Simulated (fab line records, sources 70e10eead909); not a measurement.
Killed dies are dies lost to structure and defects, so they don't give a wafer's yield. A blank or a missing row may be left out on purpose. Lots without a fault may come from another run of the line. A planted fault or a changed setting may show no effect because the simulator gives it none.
Chamber matching | flow nand_harc | NHARC_A_STAIRCASE_TRIM_229 on rie_diel-09: 4 sister chambers
The step chemistry O2, time 211.2 s. 18 wafers are shown with their chamber, then 9 later ones without.

WAFERS WITH THEIR CHAMBER
wafer  | chamber | drypump_motor_current_A (A) | showerhead_plenum_p_Torr (Torr) | oes_product_au (a.u.)
L077.1 | 0       | 5.2                         | 3.48                            | 1.012
L077.2 | 2       | 5.2                         | 3.43                            | 1.008
L077.3 | 1       | 6.0                         | 3.66                            | 0.992
L081.1 | 3       | 5.6                         | 3.60                            | 1.006
L081.3 | 2       | 5.2                         | 3.42                            | 1.008
L081.5 | 1       | 6.0                         | 3.66                            | 0.996
L084.1 | 3       | 5.7                         | 3.60                            | 1.000
L084.4 | 2       | 5.2                         | 3.42                            | 1.017
L084.6 | 0       | 5.2                         | 3.47                            | 1.008
L085.1 | 2       | 5.2                         | 3.41                            | 1.007
L085.2 | 0       | 5.2                         | 3.46                            | 1.011
L085.5 | 1       | 6.0                         | 3.65                            | 0.988
L088.3 | 0       | 5.2                         | 3.46                            | 1.029
L088.5 | 2       | 5.2                         | 3.41                            | 0.999
L088.6 | 1       | 6.0                         | 3.64                            | 1.000
L090.2 | 0       | 5.2                         | 3.45                            | 1.006
L090.5 | 3       | 5.7                         | 3.59                            | 1.015
L090.6 | 0       | 5.2                         | 3.45                            | 0.996

SIGNATURES (means of the wafers above)
reading                  | chamber 0 | chamber 1 | chamber 2 | chamber 3 | scatter within a chamber
drypump_motor_current_A  | 5.200     | 6.000     | 5.200     | 5.667     | 0.0218
showerhead_plenum_p_Torr | 3.4617    | 3.6525    | 3.4180    | 3.5967    | 0.00965
oes_product_au           | 1.01033   | 0.99400   | 1.00780   | 1.00700   | 0.00819
Rule: a wafer's distance from a chamber is the root of the sum, over the readings, of the square of ((its reading less the chamber's mean) divided by the reading's scatter). The wafer belongs to the nearest chamber; if the next one is less than 2 further off, it can't be placed. The scatter: the root of (the sum of the squares of (reading less its chamber's mean) over the shown wafers, divided by (wafers less chambers)).

WAFERS WITHOUT THEIR CHAMBER
wafer  | drypump_motor_current_A (A) | showerhead_plenum_p_Torr (Torr) | oes_product_au (a.u.)
L091.1 | 6.0                         | 3.64                            | 0.973
L091.2 | 5.2                         | 3.41                            | 0.992
L091.3 | 5.7                         | 3.59                            | 0.995
L095.3 | 6.0                         | 3.63                            | 0.988
L095.4 | 5.2                         | 3.45                            | 1.002
L095.5 | 5.6                         | 3.58                            | 0.998
L097.3 | 6.0                         | 3.63                            | 0.991
L097.4 | 5.7                         | 3.58                            | 0.988
L097.6 | 5.7                         | 3.58                            | 0.999

WHICH CHAMBER EACH WENT THROUGH
wafer  | from the rows above     | in truth
L091.1 | 1                       | 1
L091.2 | 2                       | 2
L091.3 | 3                       | 3
L095.3 | 1                       | 1
L095.4 | can't be placed: 0 or 2 | 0
L095.5 | 3                       | 3
L097.3 | 1                       | 1
L097.4 | 3                       | 3
L097.6 | 3                       | 3
Placed correctly: 8 of 9. Can't be placed from these rows: 1 (the true chamber is among the candidates in 1). Placed wrongly: 0.
